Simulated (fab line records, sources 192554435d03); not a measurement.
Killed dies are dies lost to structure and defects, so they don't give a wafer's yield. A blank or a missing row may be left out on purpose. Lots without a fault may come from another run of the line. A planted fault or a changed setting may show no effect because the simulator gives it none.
fab line records | flow n5_finfet
record lots=11 wafers=33 last_day=19
route steps=1938 shown BEOL_M10@1529 BEOL_M11@1536 PASSIVATION@1936
lots that met no fault: from a run of the same line without faults
start_h: hours from the record's first day to the start of the lot's first wafer shown | wait_h: hours since the lot's step before | " the same as in the row above | L1.1+2: a row that stands for several wafers | - no value, or no start given | * or withheld: withheld | < > ~ a bound
route shown NAME@n: a module of which the file shows steps, and the number in the route of the first | usual: mean/standard deviation of fault-free wafers | same: alike in all rows | chamber/n: place in a boat | sites: the reading at each site | _std_site: their standard deviation | _edge_site: outer sites' mean less inner sites' | radius_mm: how far each site lies from the wafer's centre | mask NAME#n: copy n | behind: the tool/chamber that last shaped the wafer | hold: why the lot was held/for how many hours/how that ended | device: the transistor (n, p or np) that didn't switch | end of line: the same wafers' tests at the end of the route | a step without rows: its recipe alone | killed: dies lost to structure and defects at the first sort, not the wafer's yield | map: a wafer's dies, x killed, . not, _ none there
set.NAME: the setting as run; set.NAME@STEP: as run at that earlier step | model.NAME: the simulator's own value behind a step, which no gauge read
steps of the route over a sample of lots; a table a step, a row a wafer
services: from which hour (start_h, from the record's first day; less than 0 if before it) a tool's chamber was out of use, for how many hours, and why
## steps
# step N5_BEOL_M10_ANNEAL_51
# recipe temp_c=225 time_s=90 ambient=N2
# usual anneal_temp_c_max=226.28/0.26 wafer_temp_C_max=225.68/0.29
# columns lot.wafer tool chamber start_h wait_h anneal_temp_c_max wafer_temp_C_max
L145.2 rtp_anneal-02 0 237.91 0.4 225.90 225.19
L145.3 " 0 " " 226.05 225.33
L145.5 " 0 " " 226.46 225.63
L151.2 rtp_anneal-01 0 278.44 0.6 225.99 225.80
L151.3 " 0 " " 226.12 225.98
L151.4 " 0 " " 226.18 225.54
L152.2 rtp_anneal-01 0 297.39 0.8 226.32 225.84
L152.3 " 0 " " 226.50 225.75
L152.5 " 0 " " 226.25 226.26
L153.2 rtp_anneal-01 0 300.44 0.1 226.19 226.18
L153.3 " 0 " " 225.82 225.87
L153.5 " 0 " " 226.06 225.82
L154.3 rtp_anneal-02 0 326.54 0.1 226.25 225.56
L154.4 " 0 " " 225.96 225.36
L154.5 " 0 " " 226.22 225.08
L156.1 rtp_anneal-01 0 334.60 0.1 226.20 226.15
L156.3 " 0 " " 226.70 225.78
L156.4 " 0 " " 226.18 226.07
L159.1 rtp_anneal-02 0 344.62 0.6 226.17 225.50
L159.3 " 0 " " 226.46 225.48
L159.5 " 0 " " 226.17 225.74
L158.2 rtp_anneal-01 0 345.49 1.0 226.45 225.82
L158.3 " 0 " " 226.12 225.80
L158.6 " 0 " " 226.28 226.01
L161.3 rtp_anneal-01 0 351.71 0.2 226.44 226.03
L161.4 " 0 " " 226.05 225.65
L161.5 " 0 " " 226.30 225.84
L167.3 rtp_anneal-01 0 384.89 0.7 226.28 225.97
L167.5 " 0 " " 226.49 226.09
L167.6 " 0 " " 226.32 226.07
L165.2 rtp_anneal-02 0 403.50 0.1 226.93 225.44
L165.3 " 0 " " 226.31 225.47
L165.5 " 0 " " 226.59 225.86
# step N5_BEOL_M10_CMP_52
# recipe stop_on=SiCOH_lowk t_overpolish_s=7 down_force_psi=1 platen_rpm=50 clearing_platen_down_force_psi=1.5 clearing_platen_rpm=50 post_cmp_clean=cu_alkaline target_thk_nm=140 clearing_platen_pad_velocity_m_s=0.99484 pad_velocity_m_s=0.99484
# usual barrier_field_endpoint_s=28.9/0.72 clearing_platen_rpm=49.997/0.027 motor_current_A=6.4/0.69 overpolish_run_s=7.002/0.0091 platen_rpm=50.00/0.037 time_to_endpoint_s=66.0/2.3
# columns lot.wafer tool chamber start_h wait_h barrier_field_endpoint_s clearing_platen_rpm motor_current_A overpolish_run_s platen_rpm time_to_endpoint_s
L145.3 cmp-04 2 238.16 0.2 28.5 49.994 6.7 6.997 50.04 64.0
L145.2 " 0 " " 28.2 49.982 6.7 6.993 50.01 63.0
L145.5 " 2 " " 30.6 49.978 6.8 6.990 50.03 69.1
L151.4 cmp-01 0 278.70 0.1 29.7 49.993 5.9 7.003 50.03 66.2
L151.3 " 1 " " 28.4 49.978 6.7 7.013 50.00 62.1
L151.2 " 2 " " 28.5 50.036 5.7 7.005 49.98 62.3
L152.3 cmp-02 1 297.68 0.2 29.6 49.998 7.6 7.004 50.06 70.6
L152.2 " 2 " " 28.8 49.995 6.2 7.003 50.00 67.4
L152.5 " 1 " " 29.8 49.998 7.4 6.999 50.04 68.9
L153.2 cmp-04 3 300.70 0.2 28.3 50.066 7.3 7.005 49.97 66.1
L153.3 " 2 " " 28.6 50.017 6.8 7.005 50.06 68.3
L153.5 " 0 " " 27.7 50.003 7.0 7.002 50.02 62.6
L154.4 cmp-04 0 326.78 0.2 29.9 50.002 7.1 7.000 50.02 63.3
L154.3 " 2 " " 29.8 50.001 6.3 6.997 49.99 63.5
L154.5 " 0 " " 29.7 49.969 7.0 7.021 49.98 63.2
L156.1 cmp-02 2 334.93 0.3 28.3 49.976 6.3 7.005 50.01 66.7
L156.3 " 3 " " 27.2 50.031 5.7 7.022 50.02 66.0
L156.4 " 0 " " 27.9 50.012 6.3 6.997 50.07 65.9
L159.3 cmp-02 3 344.92 0.2 28.7 49.997 5.9 7.005 50.02 66.6
L159.1 " 0 " " 29.5 50.018 6.2 6.999 48.02 63.1
L159.5 " 3 " " 28.8 49.997 5.6 6.999 50.00 63.4
L158.2 cmp-01 3 345.78 0.2 28.0 50.011 5.8 7.019 50.01 63.0
L158.3 " 1 " " 27.8 49.959 6.9 6.989 50.05 65.7
L158.6 " 3 " " 28.5 50.005 5.9 7.010 49.90 64.3
L161.3 cmp-02 0 351.95 0.2 29.9 50.012 6.2 7.009 48.05 68.5
L161.4 " 1 " " 28.0 50.055 7.3 7.013 49.99 63.1
L161.5 " 0 " " 30.0 49.999 6.6 7.005 47.98 64.0
L167.3 cmp-04 2 385.17 0.2 30.0 50.013 6.3 7.006 49.99 69.4
L167.5 " 0 " " 29.4 49.963 6.7 7.017 50.08 66.7
L167.6 " 1 " " 30.2 49.996 5.5 7.009 50.01 68.9
L165.3 cmp-04 3 403.75 0.2 29.3 49.989 7.4 6.999 49.97 66.6
L165.2 " 1 " " 29.0 50.015 5.5 6.998 49.92 66.6
L165.5 " 3 " " 29.8 50.048 7.5 6.983 49.97 67.7
# step N5_BEOL_M10_INSPECT_58
# recipe inspect_instrument=darkfield mode=post_dep
# usual raw_defect_count=68/22
# columns lot.wafer tool chamber start_h wait_h raw_defect_count
L145.2 defect_inspect-02 - 238.62 0.0 36
L145.3 " - " " 69
L145.5 " - " " 68
L151.2 defect_inspect-02 - 279.17 0.0 67
L151.3 " - " " 54
L151.4 " - " " 49
L152.2 defect_inspect-02 - 298.35 0.0 95
L152.3 " - " " 83
L152.5 " - " " 86
L153.2 defect_inspect-02 - 301.15 0.0 68
L153.3 " - " " 65
L153.5 " - " " 68
L154.3 defect_inspect-02 - 327.20 0.0 30
L154.4 " - " " 47
L154.5 " - " " 65
L156.1 defect_inspect-01 - 335.35 0.0 43
L156.3 " - " " 51
L156.4 " - " " 80
L159.1 defect_inspect-02 - 345.37 0.0 59
L159.3 " - " " 103
L159.5 " - " " 62
L158.2 defect_inspect-02 - 346.20 0.0 53
L158.3 " - " " 49
L158.6 " - " " 51
L161.3 defect_inspect-01 - 352.37 0.0 51
L161.4 " - " " 64
L161.5 " - " " 57
L167.3 defect_inspect-01 - 385.55 0.0 65
L167.5 " - " " 112
L167.6 " - " " 123
L165.2 defect_inspect-02 - 404.24 0.0 94
L165.3 " - " " 103
L165.5 " - " " 58
# step N5_BEOL_M11_ILD_DEP_00
# recipe material=SiCOH_lowk target_thk_a=3085.1 temp_c=300 precursor=DEMS/porogen pressure_torr=5 rf_w=500 time_s=58
# usual heater_power_w=337/53 showerhead_plenum_p_Torr=5.741/0.014 throttle_valve_pct=14.0/0.81
# columns lot.wafer tool chamber start_h wait_h heater_power_w showerhead_plenum_p_Torr throttle_valve_pct
L145.2 pecvd-04 1 238.66 0.0 321 5.707 14.7
L145.3 " 2 " " 365 5.730 12.1
L145.5 " 1 " " 337 5.718 14.5
L151.2 pecvd-04 0 279.20 0.0 248 5.735 14.0
L151.3 " 1 " " 305 5.730 14.6
L151.4 " 0 " " 254 5.747 14.1
L152.2 pecvd-04 0 298.39 0.0 298 5.742 13.8
L152.3 " 2 " " 354 5.736 12.2
L152.5 " 1 " " 289 5.713 14.6
L153.2 pecvd-03 1 301.19 0.0 374 5.744 14.7
L153.3 " 0 " " 267 5.741 14.0
L153.5 " 0 " " 285 5.743 13.7
L154.3 pecvd-03 2 327.24 0.0 356 5.726 14.8
L154.4 " 0 " " 287 5.750 13.7
L154.5 " 1 " " 357 5.738 14.4
L156.1 pecvd-03 0 335.39 0.0 263 5.737 14.2
L156.3 " 2 " " 394 5.746 14.7
L156.4 " 2 " " 394 5.731 14.6
L159.1 pecvd-02 0 345.41 0.0 278 5.754 14.7
L159.3 " 1 " " 351 5.737 14.8
L159.5 " 1 " " 374 5.765 14.7
L158.2 pecvd-02 2 346.24 0.0 352 5.741 13.2
L158.3 " 1 " " 364 5.759 14.9
L158.6 " 2 " " 364 5.720 13.2
L161.3 pecvd-04 1 352.41 0.0 309 5.705 14.6
L161.4 " 0 " " 236 5.729 14.3
L161.5 " 2 " " 351 5.713 12.3
L167.3 pecvd-02 2 385.59 0.0 393 5.761 13.4
L167.5 " 1 " " 415 5.757 14.7
L167.6 " 2 " " 400 5.738 13.3
L165.2 pecvd-04 1 404.28 0.0 323 5.723 14.6
L165.3 " 2 " " 383 5.735 12.7
L165.5 " 1 " " 334 5.723 14.8
# step N5_PASSIVATION_PROBE_49
# usual defect_limited_yield=91.2/1.4 killed_at_M0_to_M3=34/9.7 killed_at_M4_up=14/5.2 killed_at_contacts=13/6.7 killed_at_front_end=39/11 killed_at_other=3.6/2.6 killed_dies=104/17 killed_open=69/12 killed_short=34/8.2 sort_bin_5_function=5.3/0.89 sort_bin_6_memory=3.2/0.69 sort_n_pass=1076/17 sort_yield_pct=91.2/1.4
# same gross_dies=1180 killed_at_back_side=0 sort_bin_4_leakage[%]=0 sort_bin_8_speed[%]=0
# columns lot.wafer tool chamber start_h wait_h defect_limited_yield[%] killed_at_M0_to_M3 killed_at_M4_up killed_at_contacts killed_at_front_end killed_at_other killed_dies killed_open killed_short sort_bin_5_function[%] sort_bin_6_memory[%] sort_n_pass sort_yield_pct[%]
L154.3 prober-02 - 376.19 0.1 91.2 46 19 13 23 3 104 76 28 5.2 3.4 1076 91.2
L154.4 prober-02 - 376.24 0.2 90.8 33 16 24 26 10 109 73 35 5.8 3.1 1071 90.8
L154.5 prober-02 - 376.29 0.2 89.2 47 16 19 41 4 127 94 32 5.9 4.6 1053 89.2
# killed by level:class
L154.3 BEOL_M1:geometric_particle:open=15 BEOL_M0_SAQP:geometric_particle:short=11 MOL_CONTACT_COAG:geometric_particle:open=9 BEOL_M4:geometric_particle:open=9 BEOL_M0_SAQP:geometric_particle:open=5 BEOL_M2:geometric_particle:open=5 STI_FIN_REVEAL:geometric_particle:open=4 DUMMY_GATE:geometric_particle:open=4
L154.4 MOL_CONTACT_COAG:geometric_particle:open=16 BEOL_M0_SAQP:geometric_particle:open=9 MOL_CONTACT_COAG:geometric_particle:short=8 BEOL_M4:geometric_particle:open=8 BEOL_M1:geometric_particle:short=6 STI_FIN_REVEAL:geometric_particle:open=5 BEOL_M1:geometric_particle:open=5 FIN_SAQP:geometric_particle:open=4
L154.5 MOL_CONTACT_COAG:geometric_particle:open=15 BEOL_M1:geometric_particle:open=11 FIN_SAQP:geometric_particle:open=10 BEOL_M0_SAQP:geometric_particle:open=10 FIN_SAQP:geometric_particle:short=8 BEOL_M2:geometric_particle:open=7 BEOL_M5:geometric_particle:open=6 BEOL_M0_SAQP:geometric_particle:short=6
## services
# columns tool chamber start_h hours kind
pecvd-03 - 232.47 0.8 repair
cmp-04 - 235.82 1.6 repair
cmp-04 - 242.09 4.0 pm
pecvd-02 1 245.14 2.1 scheduled_down
cmp-04 - 246.09 - consumable_replace:conditioner
cmp-04 - 246.09 - consumable_replace:pad
cmp-01 - 252.97 0.3 repair
cmp-02 - 265.42 0.7 repair
cmp-01 - 268.39 4.0 pm
cmp-04 - 272.07 3.8 pm
pecvd-03 - 272.18 0.5 repair
cmp-01 - 276.20 0.5 repair
pecvd-02 - 276.42 0.9 repair
pecvd-04 1 310.94 12.0 repair
pecvd-02 - 311.50 0.8 repair
cmp-01 - 319.66 0.3 repair
pecvd-03 2 335.56 2.1 scheduled_down
cmp-01 - 341.28 0.9 repair
cmp-04 - 343.66 0.2 repair
cmp-02 - 362.43 27.2 repair
cmp-01 - 372.26 5.4 pm
pecvd-03 0 374.71 2.1 scheduled_down
pecvd-03 1 383.62 - clean
cmp-02 - 390.40 3.9 pm
## key
first_sign step=N5_BEOL_M10_CMP_52 reading=platen_rpm direction=down sigmas=53 usual=50.00 struck=48.02
effect none on later readings
met_at N5_BEOL_M10_CMP_52
struck_lots L159,L161
struck_wafers L159.1,L161.3,L161.5
not_acting_at N5_BEOL_M10_ANNEAL_51,N5_BEOL_M10_INSPECT_58,N5_BEOL_M11_ILD_DEP_00
onset_between 334.93 344.92
fault kind=process_parameter_drift tool=cmp-02 chamber=0 onset_h=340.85 steps=N5_BEOL_M10_CMP_52 channel=platen_rpm offset=-2 shape=step end_h=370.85 acts_in=these_recipes_only stated=50
